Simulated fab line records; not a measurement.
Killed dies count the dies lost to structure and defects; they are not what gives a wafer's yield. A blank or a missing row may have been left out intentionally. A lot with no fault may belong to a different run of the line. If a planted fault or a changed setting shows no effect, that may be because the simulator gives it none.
Which tool is to blame? | flow n5-finfet | 32 wafers from 11 lots sampled at 5 of the route's 1938 steps

WHAT EACH GAUGE READ, for each wafer
N5_BEOL_M11_RS_MEAS_57: measurement is done with a four-point probe. Usual: M11_RS typically reads 0.151 ohm/sq, with standard deviation 0.0035.
lot  | measured     | on            | M11_RS (ohm/sq)   | flag
L952 | day 10 15:58 | film-metro-02 | 0.146 0.151 0.154 |
L956 | day 12 09:12 | film-metro-02 | 0.151 0.153 0.154 |
L957 | day 12 12:56 | film-metro-02 | 0.155 0.153 0.162 |
L959 | day 13 04:53 | film-metro-02 | 0.148 0.157 0.149 |
L958 | day 13 05:47 | film-metro-01 | 0.148 0.158 0.148 |
L962 | day 13 09:51 | film-metro-01 | 0.149 0.145 0.144 |
L960 | day 13 15:00 | film-metro-02 | 0.153 0.159 0.158 |
L968 | day 15 12:57 | film-metro-02 | 0.152 0.151 0.150 |
L969 | day 15 14:51 | film-metro-02 | 0.147 0.149 0.153 |
L971 | day 16 15:24 | film-metro-01 | 0.147 0.148 0.154 |
L973 | day 16 19:43 | film-metro-02 | 0.153 0.149       |

N5_BEOL_M12_THK_MEAS_01. Usual: M12_ILD_THK typically reads 660 nm, with standard deviation 7.8.
lot  | measured     | on            | M12_ILD_THK (nm) | flag
L952 | day 10 16:10 | film-metro-02 | 656 664 652      |
L956 | day 12 09:24 | film-metro-01 | 654 660 668      |
L957 | day 12 13:08 | film-metro-02 | 656 673 664      |
L959 | day 13 05:05 | film-metro-02 | 660 656 677      |
L958 | day 13 05:59 | film-metro-01 | 661 656 660      |
L962 | day 13 10:03 | film-metro-02 | 655 650 663      |
L960 | day 13 15:12 | film-metro-01 | 654 655 665      |
L968 | day 15 13:09 | film-metro-01 | 658 657 667      |
L969 | day 15 15:02 | film-metro-01 | 656 653 662      |
L971 | day 16 15:35 | film-metro-01 | 649 661 656      |
L973 | day 16 19:55 | film-metro-01 | 661 671          |

TOOL THAT RAN EACH LOT (tool first, then ch and the chambers of the sampled wafers, then the start)
lot  | N5_BEOL_M11_TRENCH_ETCH_37                    | N5_BEOL_M11_ECD_50             | N5_BEOL_M11_CMP_52
L952 | rie-diel-04 ch 0,2,3, day 10 14:54 or earlier | ecd-cu-01 ch 0,1, day 10 14:54 | cmp-03 ch 0,1,2, day 10 15:35
L956 | rie-diel-01 ch 0,1, day 12 08:14 or earlier   | ecd-cu-02 ch 0,1, day 12 08:14 | cmp-01 ch 0,1, day 12 08:47
L957 | rie-diel-04 ch 0,1,3, day 12 12:04 or earlier | ecd-cu-01 ch 0,1, day 12 12:04 | cmp-01 ch 1,2,3, day 12 12:36
L959 | rie-diel-04 ch 0,1, day 13 04:04 or earlier   | ecd-cu-01 ch 1, day 13 04:04   | cmp-01 ch 1,2, day 13 04:28
L958 | rie-diel-04 ch 0,1,3, day 13 04:27 or earlier | ecd-cu-02 ch 0,1, day 13 04:27 | cmp-02 ch 0,2,3, day 13 05:22
L962 | rie-diel-01 ch 0,2,3, day 13 09:02 or earlier | ecd-cu-01 ch 0,1, day 13 09:02 | cmp-03 ch 1,2, day 13 09:26
L960 | rie-diel-02 ch 2,3, day 13 14:08 or earlier   | ecd-cu-01 ch 0, day 13 14:08   | cmp-02 ch 1,2,3, day 13 14:37
L968 | rie-diel-02 ch 1,2, day 15 12:07 or earlier   | ecd-cu-02 ch 0,1, day 15 12:07 | cmp-01 ch 1,2, day 15 12:32
L969 | rie-diel-02 ch 0,1,2, day 15 13:20 or earlier | ecd-cu-02 ch 0, day 15 13:20   | cmp-01 ch 1,2,3, day 15 14:28
L971 | rie-diel-04 ch 1,2,3, day 16 14:13 or earlier | ecd-cu-02 ch 0,1, day 16 14:13 | cmp-03 ch 0,3, day 16 14:59
L973 | rie-diel-04 ch 2,3, day 16 18:26 or earlier   | ecd-cu-02 ch 1, day 16 18:26   | cmp-01 ch 1, day 16 19:20
- N5_BEOL_M11_TRENCH_ETCH_37: etches SiCOH lowk in C4F6/O2, target depth 148.83 nm, time 48 s.
- N5_BEOL_M11_ECD_50: material Cu, target thk 318 nm.
- N5_BEOL_M11_CMP_52: polishes, stops on SiCOH lowk, t overpolish 7 s, target thk 140 nm.

AS READ BY THE TOOLS THEMSELVES (means over the sampled wafers that have a number; for cases with no such wafer, the mark the record gives instead)
N5_BEOL_M11_TRENCH_ETCH_37. Usual: drypump-motor-current-A 5.5 A, standard deviation 0.32; oes-product-au 0.81 a.u., standard deviation 0.082; rf-vpp-V 664 V, standard deviation 6.2; showerhead-plenum-p-Torr 2.87 Torr, standard deviation 0.095; throttle-valve-pct 20.84 %, standard deviation 0.24.
lot  | tool        | drypump-motor-current-A (A) | oes-product-au (a.u.) | rf-vpp-V (V) | showerhead-plenum-p-Torr (Torr) | throttle-valve-pct (%) | flag
L952 | rie-diel-04 | 5.2                         | 0.80                  | 668          | 2.96                            | 20.76                  |
L956 | rie-diel-01 | 5.8                         | 0.73                  | 658          | 2.84                            | 21.14                  |
L957 | rie-diel-04 | 5.1                         | 0.81                  | 666          | 2.90                            | 20.83                  |
L959 | rie-diel-04 | 5.1                         | 0.79                  | 661          | 2.82                            | 21.03                  |
L958 | rie-diel-04 | 5.1                         | 0.80                  | 666          | 2.90                            | 20.84                  |
L962 | rie-diel-01 | 5.5                         | 0.85                  | 663          | 2.81                            | 20.60                  |
L960 | rie-diel-02 | 5.9                         | 0.69                  | 660          | 2.85                            | 21.01                  |
L968 | rie-diel-02 | 5.8                         | 0.81                  | 666          | 2.91                            | 20.88                  |
L969 | rie-diel-02 | 5.8                         | 0.84                  | 664          | 2.88                            | 20.86                  |
L971 | rie-diel-04 | 5.3                         | 0.79                  | 664          | 2.89                            | 20.88                  |
L973 | rie-diel-04 | 5.3                         | 0.78                  | 666          | 2.96                            | 20.76                  |

N5_BEOL_M11_CMP_52. Usual: motor-current-A 6.2 A, standard deviation 0.49; pad-life-wafers 1134, standard deviation 520; platen-rpm 50.00 rpm, standard deviation 0.035; time-to-endpoint-s 66 s, standard deviation 3.3.
lot  | tool   | motor-current-A (A) | pad-life-wafers | platen-rpm (rpm) | time-to-endpoint-s (s) | flag
L952 | cmp-03 | 6.1                 | 1790            | 50.00            | 72                     |
L956 | cmp-01 | 6.0                 | 1142            | 49.96            | 64                     |
L957 | cmp-01 | 6.4                 | 1172            | 50.00            | 66                     |
L959 | cmp-01 | 6.2                 | 1284            | 50.01            | 64                     |
L958 | cmp-02 | 6.0                 | 895             | 50.00            | 62                     |
L962 | cmp-03 | 6.4                 | 222             | 49.96            | 68                     |
L960 | cmp-02 | 5.7                 | 986             | 50.01            | 63                     |
L968 | cmp-01 | 6.0                 | 1728            | 50.00            | 66                     |
L969 | cmp-01 | 6.6                 | 1748            | 50.00            | 83                     | OFF
L971 | cmp-03 | 6.2                 | 852             | 49.99            | 86                     | OFF
L973 | cmp-01 | 6.0                 | 1993            | 49.99            | 130                    | OFF

THE ANSWER, worked out from the rows above alone
Rule: lot off if the mean of its wafers having a number is beyond 3 standard deviations from the usual mean. A lot without any number at a reading at which 4 lots or more have one is off too. Where the step has rows for the other lots, those lots are counted as sound. The gauges are gone through in route order, then the tools' own readings, and for those a lot's mean is taken as printed above. At the first step where some lot is off, the reading lying furthest off is the one used; lots without a number count as furthest.
Off, at N5_BEOL_M11_CMP_52 on time-to-endpoint-s: L969, L971, L973.
A tool fits if, at that step or a process step before it, it ran every lot that is off, and no sound lot after the first of them. N5_BEOL_M11_TRENCH_ETCH_37 gives no start for some lots, so the hours and the order of its lots are those of N5_BEOL_M11_ECD_50. One fits: N5_BEOL_M11_ECD_50 on ecd-cu-02. A fault onset in the window from L968 (day 15 12:07, its last sound lot) to L969 (day 15 13:20, its first lot off) fits.

WHAT THE SIMULATOR HAD INSERTED
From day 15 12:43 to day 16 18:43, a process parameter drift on ecd-cu-02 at N5_BEOL_M11_ECD_50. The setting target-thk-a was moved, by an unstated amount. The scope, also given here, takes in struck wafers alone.
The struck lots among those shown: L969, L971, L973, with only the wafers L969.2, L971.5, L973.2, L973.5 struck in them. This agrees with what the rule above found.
